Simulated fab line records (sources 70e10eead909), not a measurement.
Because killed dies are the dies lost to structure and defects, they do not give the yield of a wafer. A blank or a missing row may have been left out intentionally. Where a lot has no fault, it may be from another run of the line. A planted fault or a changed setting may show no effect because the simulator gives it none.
Matching of chambers	flow nand_harc	rie_diel-06 running NHARC_P_GATE_STRIP_101: 4 sister chambers
The step strips in O2, time 20 s. 8 wafers are shown with their chamber, then 11 later ones without.

== WAFERS WITH THEIR CHAMBER ==
wafer	chamber	showerhead_plenum_p_Torr (Torr)	drypump_motor_current_A (A)
L081.3	1	3.34	6.3
L084.2	2	3.60	5.7
L087.1	2	3.60	5.7
L087.6	0	3.49	5.7
L090.1	0	3.49	5.7
L090.2	1	3.33	6.3
L090.5	3	3.30	5.4
L091.2	3	3.30	5.3

== WAFERS WITHOUT THEIR CHAMBER ==
wafer	showerhead_plenum_p_Torr (Torr)	drypump_motor_current_A (A)
L091.4	3.33	6.3
L091.5	3.33	6.3
L092.1	3.30	5.4
L092.2	3.60	5.7
L092.3	3.49	5.7
L093.1	3.30	5.4
L093.4	3.49	5.7
L093.6	3.33	6.3
L097.4	3.30	5.3
L097.5	3.60	5.7
L097.6	3.30	5.3

== THE CHAMBER EACH PASSED THROUGH ==
wafer	from the rows above	in truth
L091.4	1	1
L091.5	1	1
L092.1	3	3
L092.2	2	2
L092.3	0	0
L093.1	3	3
L093.4	0	0
L093.6	1	1
L097.4	3	3
L097.5	2	2
L097.6	3	3
Correct placement for 11 of the 11. From these rows, 0 cannot be placed. Number placed wrongly: 0.
How it was worked out, from the rows above alone: a wafer's distance from a chamber is the root of the sum, over the readings, of the square of ((its reading less the chamber's mean) divided by the reading's scatter). The wafer belongs to the nearest chamber; if the next one is less than 2 further off, it can't be placed. The mean given for a chamber averages the wafers shown for that chamber. The scatter: take each reading less its chamber's mean, square it, sum over the shown wafers, divide by the number of wafers less the number of chambers, and take the root.
